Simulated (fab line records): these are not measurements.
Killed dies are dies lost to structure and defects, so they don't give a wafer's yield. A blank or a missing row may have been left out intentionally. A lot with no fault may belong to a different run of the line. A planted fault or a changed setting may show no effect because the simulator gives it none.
fab line records	flow n5_finfet
record: lots: 9	wafers: 27	last_day: 17
route steps=1938 shown BEOL_M4@1111 MIM_BOT_ETCH@1867 PASSIVATION@1909
lots with no fault: from the same line, run without faults
start_h: start of the lot's first displayed wafer, in hours after the record's first day	wait_h: how many hours have passed since the lot's step before this one	" the same as in the row above	L1.1+2: a single row standing in for several wafers	- either no value or no given start	* or withheld: withheld	< > ~ a bound
route shown NAME@n: names a module that has steps shown in the file, with the first one's number in the route	usual: mean/standard deviation taken from wafers without a fault	same: alike in all rows	chamber/n: place in a boat	sites: the reading at each site	_std_site: the standard deviation of these	_edge_site: mean of outer sites minus mean of inner sites	radius_mm: how far each site lies from the wafer's centre	mask NAME#n: copy n	behind: the last tool/chamber to shape the wafer	hold: why the lot was held/for how many hours/how that ended	device: the transistor (n, p or np) that didn't switch	end of line: tests run on the same wafers once the route is complete	a step with no rows: only its recipe	killed: not the wafer's yield, but the dies lost to structure and defects at the first sort	map: the dies of a wafer, with x for killed, . for not killed, _ for no die there
set.NAME: the setting the step ran with; set.NAME@STEP: the setting that earlier step ran with	model.NAME: the simulator's own value behind a step, which no gauge read
the route's steps for a sample of lots (tables are steps, rows are wafers)
services: when a tool's chamber went out of use (start_h, in hours from the record's first day, below 0 if earlier), for how many hours, and the reason
== steps ==
step: N5_BEOL_M4_RC_MEAS_101
usual: DIBL_N: 35.8/1.5	DIBL_P: 35.8/1.7	IOFF_N: 0.151/0.022	IOFF_P: 0.204/0.027	ION_N: 673/8.6	ION_P: 462/5.4	SS_N: 71.4/0.54	SS_P: 73.3/0.56	VT_N: 250.5/2.6	VT_P: -251/3.1
lot.wafer	tool	chamber	start_h	wait_h	DIBL_N[mV/V]	DIBL_P[mV/V]	IOFF_N[nA/um]	IOFF_P[nA/um]	ION_N[uA/um]	ION_P[uA/um]	SS_N[mV/dec]	SS_P[mV/dec]	VT_N[mV]	VT_P[mV]
L379.2	prober-01	0	215.84	0.2	33.4	32.7	0.110	0.178	655	458	71.1	72.8	256.1	-254
L379.4	"	0	"	"	36.2	36.8	0.159	0.238	675	467	71.8	73.8	250.2	-249
L379.6	"	0	"	"	33.5	33.2	0.118	0.193	662	460	71.7	72.7	255.2	-249
L380.3	prober-02	0	226.93	0.3	36.0	36.8	0.169	0.232	680	460	71.8	73.4	247.9	-249
L380.5	"	0	"	"	35.8	36.5	0.161	0.217	669	464	71.2	73.5	250.9	-248
L380.6	"	0	"	"	35.5	35.6	0.147	0.207	668	462	70.6	73.5	250.3	-249
L381.2	prober-01	0	231.41	0.2	36.2	36.6	0.162	0.206	677	460	72.1	73.0	248.5	-249
L381.4	"	0	"	"	35.1	35.4	0.136	0.191	669	462	72.1	72.4	253.7	-251
L381.6	"	0	"	"	36.1	35.4	0.149	0.187	672	457	71.4	73.0	251.0	-253
L384.2	prober-01	0	253.96	0.2	37.6	36.1	0.164	0.219	681	467	72.0	74.4	250.7	-251
L384.5	"	0	"	"	38.2	36.5	0.172	0.221	681	459	71.8	73.3	251.0	-250
L384.6	"	0	"	"	38.0	36.5	0.171	0.224	679	469	72.0	74.4	251.4	-250
L385.1	prober-01	0	259.65	0.0	35.1	37.4	0.143	0.196	683	462	71.1	73.2	252.7	-252
L385.2	"	0	"	"	34.0	34.9	0.126	0.170	676	459	70.4	72.8	253.2	-252
L385.6	"	0	"	"	32.9	33.9	0.111	0.147	661	458	70.1	72.5	255.1	-256
L386.4	prober-02	0	262.43	0.5	36.1	36.3	0.154	0.225	681	468	71.6	73.2	248.3	-248
L386.5	"	0	"	"	38.3	38.2	0.175	0.267	670	467	72.2	74.2	247.9	-244
L386.6	"	0	"	"	36.5	37.3	0.153	0.239	673	469	70.9	72.9	251.3	-248
L389.1	prober-01	0	277.76	0.0	35.9	34.7	0.143	0.183	681	462	71.0	73.4	251.3	-252
L389.2	"	0	"	"	35.9	34.7	0.135	0.176	662	454	71.6	72.7	252.8	-254
L389.4	"	0	"	"	35.1	34.3	0.128	0.175	663	456	71.0	73.2	253.3	-253
L390.3	prober-02	0	294.14	0.3	34.0	35.5	0.165	0.218	681	469	71.8	73.3	251.1	-248
L390.5	"	0	"	"	33.1	34.0	0.133	0.186	673	463	71.9	73.2	253.3	-255
L390.6	"	0	"	"	32.6	32.9	0.132	0.181	668	462	71.5	72.8	251.0	-252
L393.2	prober-01	0	297.00	0.2	35.9	36.2	0.163	0.224	680	471	71.2	73.9	248.4	-248
L393.3	"	0	"	"	35.7	37.0	0.162	0.232	677	472	71.3	74.4	247.8	-249
L393.4	"	0	"	"	35.5	36.0	0.160	0.228	685	468	70.9	73.7	250.4	-251
step: N5_MIM_BOT_ETCH_ETCH_03
recipe: chemistry: Cl2/BCl3	target_depth_a: 120	pressure_mtorr: 8	icp_w: 800	bias_w: 100	Cl2_flow_sccm: 20	bcl3_flow_sccm: 80
usual: bcl3_flow_sccm: 80.07/0.26	bias_w: 99.99/0.28	drypump_motor_current_A: 5.6/0.53	oes_product_au: 0.79/0.044	throttle_valve_pct: 27.60/0.17
lot.wafer	tool	chamber	start_h	wait_h	bcl3_flow_sccm	bias_w	drypump_motor_current_A	oes_product_au	rf_hours_counter_h	throttle_valve_pct
L379.2	rie_metal-03	1	306.94	0.1	79.94	100.58	5.4	0.86	17	27.54
L379.4	"	1	"	"	80.09	100.31	5.4	0.85	-	27.53
L379.6	"	0	"	"	80.36	99.47	6.3	0.83	-	27.33
L380.3	rie_metal-03	1	312.02	0.1	79.90	100.34	5.4	0.86	-	27.53
L380.5	"	1	"	"	80.04	100.38	5.5	0.85	-	27.53
L380.6	"	0	"	"	80.32	99.84	6.3	0.82	-	27.34
L381.2	rie_metal-01	1	322.98	0.1	80.46	100.49	5.6	0.73	-	27.65
L381.4	"	1	"	"	79.97	100.15	5.6	0.74	-	27.64
L381.6	"	1	"	"	80.44	100.07	5.6	0.74	-	27.63
L384.2	rie_metal-01	1	338.63	0.1	80.27	100.05	5.6	0.73	57	27.65
L384.5	"	0	"	"	80.22	100.07	6.3	0.83	-	27.71
L384.6	"	1	"	"	80.13	99.54	5.6	0.74	-	27.63
L385.1	rie_metal-03	0	350.92	0.1	79.75	99.84	6.3	0.81	40	27.34
L385.2	"	1	"	"	80.38	100.03	5.5	0.83	22	27.54
L385.6	"	1	"	"	80.25	100.00	5.5	0.83	-	27.53
L386.4	rie_metal-03	1	353.28	0.1	80.13	100.15	5.4	0.84	-	27.54
L386.5	"	1	"	"	79.98	100.16	5.5	0.83	-	27.53
L386.6	"	0	"	"	80.05	99.97	6.3	0.81	-	27.34
L389.1	rie_metal-01	1	376.57	0.1	80.09	100.10	5.6	0.72	60	27.67
L389.2	"	0	"	"	79.68	99.56	6.3	0.82	26	27.73
L389.4	"	0	"	"	80.08	100.04	6.3	0.82	-	27.74
L393.2	rie_metal-01	0	392.25	0.1	80.31	100.26	6.3	0.82	28	27.74
L393.3	"	0	"	"	80.44	99.96	6.4	0.82	-	27.74
L393.4	"	1	"	"	80.37	100.76	5.6	0.72	-	27.66
L390.3	rie_metal-02	1	394.05	0.1	79.89	100.15	5.2	0.77	-	27.86
L390.5	"	1	"	"	80.05	100.11	5.2	0.76	-	27.86
L390.6	"	0	"	"	80.16	99.56	4.8	0.75	-	27.51
step: N5_PASSIVATION_AL_ETCH_33
recipe: chemistry: Cl2/BCl3	target_depth_a: 28000	over_etch_frac: 0.15	Cl2_flow_sccm: 180	bcl3_flow_sccm: 60	target: Al	stop_on: TaN	time_s: 466.7	ion_energy_ev: 100	pressure_mtorr: 10	icp_w: 900	bias_w: 100
usual: bcl3_flow_sccm: 60.02/0.16	bias_w: 100.0/0.3	drypump_motor_current_A: 5.7/0.55	oes_product_au: 0.71/0.037	throttle_valve_pct: 34.31/0.18
same: time_s: 466.7
lot.wafer	tool	chamber	start_h	wait_h	bcl3_flow_sccm	bias_w	drypump_motor_current_A	oes_product_au	rf_hours_counter_h	throttle_valve_pct
L379.2	rie_metal-02	0	313.53	0.1	60.23	99.8	4.8	0.70	48	34.15
L379.4	"	1	"	"	59.97	99.9	5.2	0.71	-	34.62
L379.6	"	0	"	"	60.00	99.6	4.8	0.70	-	34.17
L380.3	rie_metal-03	1	316.71	0.2	60.09	99.9	5.5	0.77	-	34.20
L380.5	"	1	"	"	59.79	99.7	5.5	0.78	-	34.19
L380.6	"	0	"	"	60.50	100.1	6.4	0.73	-	34.11
L381.2	rie_metal-02	1	327.37	0.1	60.24	99.7	5.2	0.71	35	34.62
L381.4	"	1	"	"	60.12	99.5	5.3	0.70	-	34.63
L381.6	"	0	"	"	60.08	100.0	4.8	0.70	-	34.17
L384.2	rie_metal-03	0	341.98	0.1	59.99	100.6	6.3	0.73	39	34.11
L384.5	"	0	"	"	59.78	100.0	6.3	0.73	-	34.09
L384.6	"	1	"	"	59.80	100.4	5.5	0.75	-	34.23
L385.1	rie_metal-02	0	354.91	0.1	60.02	100.2	4.8	0.69	53	34.16
L385.2	"	1	"	"	60.00	99.7	5.3	0.71	38	34.62
L385.6	"	0	"	"	60.00	100.3	4.8	0.69	-	34.16
L386.4	rie_metal-01	1	357.91	0.2	59.77	100.2	5.6	0.65	-	34.29
L386.5	"	0	"	"	60.06	100.1	6.3	0.75	-	34.47
L386.6	"	1	"	"	59.91	100.7	5.6	0.65	-	34.31
L389.1	rie_metal-02	0	384.75	0.1	60.06	99.8	4.8	0.67	55	34.19
L389.2	"	1	"	"	60.01	100.1	5.2	0.68	41	34.65
L389.4	"	1	"	"	60.06	100.0	5.3	0.69	-	34.64
L393.2	rie_metal-03	1	396.28	0.1	60.16	100.4	5.5	0.74	25	34.23
L393.3	"	0	"	"	59.94	100.3	6.3	0.71	-	34.12
L393.4	"	1	"	"	60.02	100.1	5.5	0.74	-	34.25
L390.3	rie_metal-03	0	397.56	0.2	60.01	99.8	6.3	0.71	-	34.11
L390.5	"	1	"	"	59.73	99.7	5.5	0.74	-	34.25
L390.6	"	0	"	"	59.94	100.0	6.3	0.71	-	34.13
step: N5_PASSIVATION_PASS_ETCH_47
recipe: chemistry: CF4/O2	target: SiNx	target_depth_a: 7700	time_s: 385	ion_energy_ev: 100	pressure_mtorr: 40	source_w: 535	bias_w: 49	Ar_flow_sccm: 100	cf4_flow_sccm: 100	O2_flow_sccm: 10
usual: O2_flow_sccm: 10.001/0.028	bias_w: 48.99/0.15	drypump_motor_current_A: 5.8/0.44	oes_ar_750_au: 0.80/0.067	oes_product_au: 0.80/0.069	rf_vpp_V: 240.6/2.3	showerhead_plenum_p_Torr: 2.21/0.078	throttle_valve_pct: 15.82/0.26	time_s: 385/0
lot.wafer	tool	chamber	start_h	wait_h	O2_flow_sccm	bias_w	drypump_motor_current_A	oes_ar_750_au	oes_product_au	rf_hours_counter_h	rf_vpp_V	showerhead_plenum_p_Torr	throttle_valve_pct	time_s
L379.2	rie_diel-06	3	315.64	0.0	-	-	-	-	-	-	-	-	-	-
L379.4	"	1	"	"	-	-	-	-	-	-	-	-	-	-
L379.6	"	3	"	"	-	-	-	-	-	-	-	-	-	-
L380.3	rie_diel-04	0	318.40	0.0	-	-	-	-	-	-	-	-	-	-
L380.5	"	1	"	"	-	-	-	-	-	-	-	-	-	-
L380.6	"	0	"	"	-	-	-	-	-	-	-	-	-	-
L381.2	rie_diel-05	2	329.22	0.0	-	-	-	-	-	-	-	-	-	-
L381.4	"	1	"	"	-	-	-	-	-	-	-	-	-	-
L381.6	"	1	"	"	-	-	-	-	-	-	-	-	-	-
L384.2	rie_diel-05	1	344.10	0.0	10.009	48.81	5.9	0.81	0.80	108	240.2	2.13	15.90	385
L384.5	"	0	"	"	9.983	48.94	6.0	0.81	0.81	-	236.2	2.15	16.01	385
L384.6	"	1	"	"	9.992	48.69	5.9	0.82	0.81	-	242.0	2.13	15.91	385
L385.1	rie_diel-04	0	356.60	0.0	9.988	49.34	6.6	0.88	0.88	31	243.2	2.33	15.43	385
L385.2	"	1	"	"	9.989	48.99	5.3	0.76	0.74	138	243.7	2.30	16.03	385
L385.6	"	3	"	"	10.011	49.19	5.9	0.79	0.79	-	239.4	2.22	15.79	385
L386.4	rie_diel-06	2	359.85	0.1	10.010	48.89	5.8	0.82	0.81	-	238.1	2.14	15.69	385
L386.5	"	3	"	"	9.997	48.85	5.5	0.78	0.78	-	239.5	2.14	15.56	385
L386.6	"	0	"	"	9.983	48.86	5.3	0.78	0.77	-	242.3	2.30	16.07	385
L389.1	rie_diel-04	1	386.62	0.0	10.037	49.01	5.3	0.75	0.74	144	243.4	2.29	16.02	385
L389.2	"	3	"	"	9.969	48.91	5.9	0.79	0.80	95	239.8	2.22	15.83	385
L389.4	"	1	"	"	10.007	48.90	5.3	0.76	0.75	-	240.4	2.29	16.04	385
L393.2	rie_diel-06	1	398.17	0.0	10.027	49.18	6.0	0.97	0.97	10	243.7	2.35	15.48	385
L393.3	"	0	"	"	9.992	48.95	5.4	0.76	0.76	160	243.6	2.30	16.10	385
L393.4	"	2	"	"	9.979	49.08	5.8	0.80	0.80	86	237.8	2.14	15.73	385
L390.3	rie_diel-06	1	399.20	0.0	9.991	48.90	6.0	0.98	0.97	10	244.9	2.35	15.50	385
L390.5	"	0	"	"	9.989	48.91	5.3	0.76	0.76	-	243.9	2.30	16.11	385
L390.6	"	3	"	"	10.018	48.88	5.5	0.76	0.76	-	237.8	2.14	15.59	385
step: N5_PASSIVATION_STRIP_48
recipe: chemistry: O2	power_w: 600	temp_c: 60	pressure_mtorr: 30	rf_frequency_hz: 6e+07	bias_power_w: 0	overash_fraction: 0.5	o2_flow_sccm: 225
usual: drypump_motor_current_A: 5.8/0.44	oes_product_au: 0.79/0.073	rf_vpp_V: 3.6/2.2	showerhead_plenum_p_Torr: 2.10/0.081	throttle_valve_pct: 16.61/0.25
lot.wafer	tool	chamber	start_h	wait_h	drypump_motor_current_A	oes_product_au	rf_hours_counter_h	rf_vpp_V	showerhead_plenum_p_Torr	throttle_valve_pct
L380.3	rie_diel-04	0	318.91	0.1	6.7	0.92	18	1.0	2.25	16.27
L380.5	"	1	"	"	5.3	0.74	-	7.1	2.20	16.90
L380.6	"	0	"	"	6.7	0.89	-	0	2.24	16.25
L379.2	rie_diel-06	3	326.67	0.1	5.4	0.82	91	4.2	2.02	16.21
L379.4	"	1	"	"	6.0	0.70	244	5.4	1.98	16.69
L379.6	"	3	"	"	5.5	0.77	-	0	2.02	16.29
L381.2	rie_diel-05	2	329.74	0.1	5.1	0.85	63	5.8	2.04	16.46
L381.4	"	1	"	"	5.9	0.77	102	1.5	2.03	16.69
L381.6	"	1	"	"	5.9	0.82	-	2.9	2.03	16.70
L384.2	rie_diel-05	1	344.62	0.1	5.9	0.82	108	1.3	2.03	16.65
L384.5	"	0	"	"	6.1	0.77	-	5.4	2.03	16.73
L384.6	"	1	"	"	5.9	0.81	-	0.7	2.03	16.69
L385.1	rie_diel-04	0	357.11	0.1	6.7	0.87	32	3.7	2.24	16.35
L385.2	"	1	"	"	5.3	0.77	138	3.7	2.19	16.75
L385.6	"	3	"	"	5.8	0.79	-	5.9	2.12	16.61
L386.4	rie_diel-06	2	360.28	0.0	5.8	0.84	-	4.9	2.03	16.50
L386.5	"	3	"	"	5.4	0.76	-	1.9	2.02	16.27
L386.6	"	0	"	"	5.3	0.75	-	1.8	2.19	16.83
L389.1	rie_diel-04	1	387.13	0.1	5.3	0.71	144	1.1	2.19	16.84
L389.2	"	3	"	"	5.9	0.75	96	1.1	2.11	16.62
L389.4	"	1	"	"	5.3	0.75	-	4.1	2.19	16.84
L393.2	rie_diel-06	1	398.69	0.1	6.0	0.97	10	3.5	2.23	16.28
L393.3	"	0	"	"	5.3	0.74	160	3.2	2.18	16.94
L393.4	"	2	"	"	5.8	0.78	86	1.3	2.03	16.50
L390.3	rie_diel-06	1	399.71	0.1	6.0	0.93	10	8.7	2.23	16.30
L390.5	"	0	"	"	5.3	0.75	-	5.9	2.18	16.89
L390.6	"	3	"	"	5.5	0.76	-	0.9	2.01	16.36
step: N5_PASSIVATION_PROBE_49
usual: defect_limited_yield: 91.3/1.4	killed_at_M0_to_M3: 33/10	killed_at_M4_up: 15/6.1	killed_at_contacts: 12/6.7	killed_at_front_end: 39/11	killed_at_other: 4/3.3	killed_dies: 103/16	killed_on_rim: 14/4	killed_open: 68/12	killed_short: 34/7.2	sort_bin_5_function: 5.1/0.88	sort_bin_6_memory: 3.3/0.67	sort_n_pass: 1077/16	sort_yield_pct: 91.3/1.4
same: gross_dies: 1180	killed_at_back_side: 0	sort_bin_4_leakage[%]: 0	sort_bin_8_speed[%]: 0
lot.wafer	tool	chamber	start_h	wait_h	defect_limited_yield[%]	killed_at_M0_to_M3	killed_at_M4_up	killed_at_contacts	killed_at_front_end	killed_at_other	killed_dies	killed_on_rim	killed_open	killed_short	sort_bin_5_function[%]	sort_bin_6_memory[%]	sort_n_pass	sort_yield_pct[%]
L380.3	prober-02	-	321.52	0.1	0	37	12	12	55	1064	1180	152	73	41	96.2	3.5	0	0
L380.5	prober-02	-	321.62	0.2	0	25	10	11	50	1084	1180	152	58	40	96.4	3.3	0	0
L380.6	prober-02	-	321.67	0.3	0	23	9	9	60	1079	1180	152	59	40	96.1	3.4	0	0
L379.2	prober-02	-	329.22	0.1	0	26	26	4	57	1067	1180	152	87	27	95.9	3.9	0	0
L379.4	prober-02	-	329.32	0.2	0	34	18	8	53	1067	1180	152	74	42	96.1	3.5	0	0
L379.6	prober-02	-	329.42	0.3	0	31	28	7	47	1067	1180	152	77	35	95.3	4.3	0	0
L381.2	prober-02	-	332.28	0.1	0	28	8	22	48	1074	1180	152	68	40	96.3	3.5	0	0
L381.4	prober-02	-	332.38	0.2	0	52	8	16	26	1078	1180	152	59	45	96.1	3.5	0	0
L381.6	prober-02	-	332.48	0.3	0	60	12	20	20	1068	1180	152	79	37	95.9	4.1	0	0
L384.2	prober-02	-	347.64	0.1	90.3	18	16	12	58	10	114	10	82	29	5.3	3.5	1066	90.3
L385.1	prober-01	-	359.65	0.0	93.2	32	10	9	26	3	80	13	56	18	4.2	2.2	1100	93.2
L386.4	prober-02	-	362.93	0.2	91.0	29	23	21	30	3	106	12	73	33	4.8	3.6	1074	91.0
L386.5	prober-02	-	362.98	0.2	90.8	25	25	14	43	1	108	17	73	35	5.6	3.1	1072	90.8
L386.6	prober-02	-	363.03	0.3	90.0	36	21	29	31	1	118	18	77	41	5.8	4.0	1062	90.0
L389.1	prober-02	-	389.63	0.0	93.1	35	11	8	24	4	82	9	49	32	3.2	3.5	1098	93.1
L389.2	prober-02	-	389.68	0.1	93.1	29	10	7	30	5	81	12	60	21	4.3	2.5	1099	93.1
L389.4	prober-02	-	389.78	0.2	92.7	40	7	8	30	1	86	12	55	31	4.7	2.3	1094	92.7
killed by level:class
L380.3 PASSIVATION:area_etch=1064 STI_FIN_REVEAL:geometric_particle:open=19 FIN_SAQP:geometric_particle:open=9 MOL_CONTACT_COAG:geometric_particle:open=9 BEOL_M0_SAQP:geometric_particle:short=9 BEOL_M0_SAQP:geometric_particle:open=7 STI_FIN_REVEAL:geometric_particle:short=6 GATE_CUT:geometric_particle:open=6
L380.5 PASSIVATION:area_etch=1079 FIN_SAQP:geometric_particle:short=9 MOL_CONTACT_COAG:geometric_particle:open=9 STI_FIN_REVEAL:geometric_particle:open=7 DUMMY_GATE:geometric_particle:open=6 GATE_CUT:geometric_particle:open=6 BEOL_M0_SAQP:geometric_particle:open=6 BEOL_M0_SAQP:geometric_particle:short=6
L380.6 PASSIVATION:area_etch=1078 STI_FIN_REVEAL:geometric_particle:open=17 GATE_CUT:geometric_particle:short=13 FIN_SAQP:geometric_particle:open=7 MOL_CONTACT_COAG:geometric_particle:open=7 BEOL_M3:geometric_particle:open=7 FIN_SAQP:geometric_particle:short=6 STI_FIN_REVEAL:geometric_particle:short=4
L379.2 PASSIVATION:area_etch=1066 FIN_SAQP:geometric_particle:open=16 BEOL_M4:geometric_particle:open=14 STI_FIN_REVEAL:geometric_particle:open=12 FIN_SAQP:geometric_particle:short=9 BEOL_M0:geometric_particle:open=7 BEOL_M8:geometric_particle:open=6 BEOL_M1:geometric_particle:open=4
L379.4 PASSIVATION:area_etch=1064 GATE_CUT:geometric_particle:short=9 BEOL_M1:geometric_particle:open=9 FIN_SAQP:geometric_particle:open=8 BEOL_M2:geometric_particle:open=7 BEOL_M4:geometric_particle:open=7 STI_FIN_REVEAL:geometric_particle:open=6 MOL_CONTACT_COAG:geometric_particle:open=6
L379.6 PASSIVATION:area_etch=1067 BEOL_M4:geometric_particle:open=18 FIN_SAQP:geometric_particle:open=11 GATE_CUT:geometric_particle:short=8 FIN_SAQP:geometric_particle:short=7 MOL_CONTACT_COAG:geometric_particle:open=6 BEOL_M0_SAQP:geometric_particle:short=6 BEOL_M1:geometric_particle:open=6
L381.2 PASSIVATION:area_etch=1069 MOL_CONTACT_COAG:geometric_particle:open=14 FIN_SAQP:geometric_particle:open=11 DUMMY_GATE:geometric_particle:open=9 MOL_CONTACT_COAG:geometric_particle:short=8 STARTING-WAFER:geometric_particle:short=7 BEOL_M0_SAQP:geometric_particle:short=7 BEOL_M0_SAQP:geometric_particle:open=6
L381.4 PASSIVATION:area_etch=1075 BEOL_M0_SAQP:geometric_particle:open=15 BEOL_M0_SAQP:geometric_particle:short=14 BEOL_M3:geometric_particle:open=10 MOL_CONTACT_COAG:geometric_particle:open=9 MOL_CONTACT_COAG:geometric_particle:short=7 FIN_SAQP:geometric_particle:short=5 DUMMY_GATE:geometric_particle:open=5
L381.6 PASSIVATION:area_etch=1063 BEOL_M0_SAQP:geometric_particle:short=18 MOL_CONTACT_COAG:geometric_particle:open=17 BEOL_M0_SAQP:geometric_particle:open=17 BEOL_M3:geometric_particle:open=9 BEOL_M0:geometric_particle:open=8 DUMMY_GATE:geometric_particle:open=5 STI_FIN_REVEAL:geometric_particle:open=4
L384.2 FIN_SAQP:geometric_particle:open=20 FIN_SAQP:geometric_particle:short=11 MOL_CONTACT_COAG:geometric_particle:open=9 BEOL_M2:geometric_particle:open=9 BEOL_M4:geometric_particle:open=6 BEOL_M5:geometric_particle:open=6 STI_FIN_REVEAL:geometric_particle:open=5 STARTING-WAFER:geometric_particle:open=4
L385.1 BEOL_M0_SAQP:geometric_particle:open=8 BEOL_M3:geometric_particle:open=8 MOL_CONTACT_COAG:geometric_particle:open=7 STI_FIN_REVEAL:geometric_particle:open=6 FIN_SAQP:geometric_particle:open=5 BEOL_M0_SAQP:geometric_particle:short=5 BEOL_M2:geometric_particle:open=5 BEOL_M5:geometric_particle:open=4
L386.4 MOL_CONTACT_COAG:geometric_particle:open=14 BEOL_M1:geometric_particle:open=12 BEOL_M4:geometric_particle:open=12 DUMMY_GATE:geometric_particle:open=9 MOL_CONTACT_COAG:geometric_particle:short=7 BEOL_M2:geometric_particle:open=7 FIN_SAQP:geometric_particle:short=5 STI_FIN_REVEAL:geometric_particle:open=4
L386.5 MOL_CONTACT_COAG:geometric_particle:open=13 BEOL_M4:geometric_particle:open=13 BEOL_M2:geometric_particle:open=11 FIN_SAQP:geometric_particle:short=8 DUMMY_GATE:geometric_particle:open=8 STI_FIN_REVEAL:geometric_particle:open=5 BEOL_M0_SAQP:geometric_particle:short=5 BEOL_M4:geometric_particle:short=5
L386.6 MOL_CONTACT_COAG:geometric_particle:open=22 BEOL_M0_SAQP:geometric_particle:short=10 BEOL_M2:geometric_particle:open=10 DUMMY_GATE:geometric_particle:open=9 BEOL_M4:geometric_particle:open=9 MOL_CONTACT_COAG:geometric_particle:short=7 BEOL_M0_SAQP:geometric_particle:open=6 FIN_SAQP:geometric_particle:short=5
L389.1 BEOL_M0_SAQP:geometric_particle:short=11 BEOL_M1:geometric_particle:open=9 STI_FIN_REVEAL:geometric_particle:open=8 BEOL_M0_SAQP:geometric_particle:open=8 FIN_SAQP:geometric_particle:short=7 MOL_CONTACT_COAG:geometric_particle:open=6 BEOL_M4:geometric_particle:open=3 STI_FIN_REVEAL:geometric_particle:short=2
L389.2 FIN_SAQP:geometric_particle:open=11 BEOL_M0_SAQP:geometric_particle:open=9 MOL_CONTACT_COAG:geometric_particle:open=6 BEOL_M0_SAQP:geometric_particle:short=6 BEOL_M4:geometric_particle:open=6 FIN_SAQP:geometric_particle:short=5 BEOL_M3:geometric_particle:open=5 STI_FIN_REVEAL:geometric_particle:open=4
L389.4 BEOL_M0_SAQP:geometric_particle:open=12 BEOL_M3:geometric_particle:open=11 FIN_SAQP:geometric_particle:short=8 MOL_CONTACT_COAG:geometric_particle:open=6 BEOL_M0_SAQP:geometric_particle:short=6 STI_FIN_REVEAL:geometric_particle:open=5 STARTING-WAFER:geometric_particle:open=5 FIN_SAQP:geometric_particle:open=4
== services ==
tool	chamber	start_h	hours	kind
rie_diel-04	3	294.87	1.6	repair
rie_metal-01	-	296.34	2.8	pm
rie_diel-04	0	297.11	5.5	repair
rie_metal-01	0	317.84	18.3	repair
rie_metal-01	-	319.84	1.1	repair
rie_diel-06	1	343.84	-	clean
rie_diel-06	1	343.84	-	consumable_replace:focus_ring
rie_diel-06	1	343.84	-	consumable_replace:showerhead
rie_diel-06	1	343.84	30.5	scheduled_down
rie_diel-06	1	343.84	30.5	vent_cycle
rie_diel-04	2	385.02	-	clean
rie_diel-04	2	385.02	-	consumable_replace:focus_ring
rie_diel-04	2	385.02	27.7	scheduled_down
rie_diel-04	2	385.02	27.7	vent_cycle
rie_metal-02	1	397.46	4.0	repair
rie_metal-02	0	398.79	20.4	repair
== key ==
first_sign: step: N5_PASSIVATION_PASS_ETCH_47	reading: tool_record	direction: missing
effect: step: N5_PASSIVATION_PROBE_49	reading: killed_at_other	direction: up	sigmas: 99+	usual: 4	struck: 1072
more_kills_born_at: N5_PASSIVATION_PASS_ETCH_47@rie_diel-04: 3221	N5_PASSIVATION_PASS_ETCH_47@rie_diel-05: 3207	N5_PASSIVATION_PASS_ETCH_47@rie_diel-06: 3197
met_at N5_PASSIVATION_PASS_ETCH_47
struck_lots L379,L380,L381
later_rows_left_out L379.2,L379.4,L379.6,L380.3,L380.5,L380.6,L381.2,L381.4,L381.6
not_acting_at N5_MIM_BOT_ETCH_ETCH_03,N5_PASSIVATION_AL_ETCH_33,N5_PASSIVATION_STRIP_48
fault: kind: skipped_step_whole	tool: rie_diel-04,rie_diel-05,rie_diel-06	chamber: -	onset_h: 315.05	steps: N5_PASSIVATION_PASS_ETCH_47	scope: struck_lots_only
later_rows_left_out: the simulator's readings of these wafers behind a module that went badly wrong aren't trusted and aren't shown, but for the sort
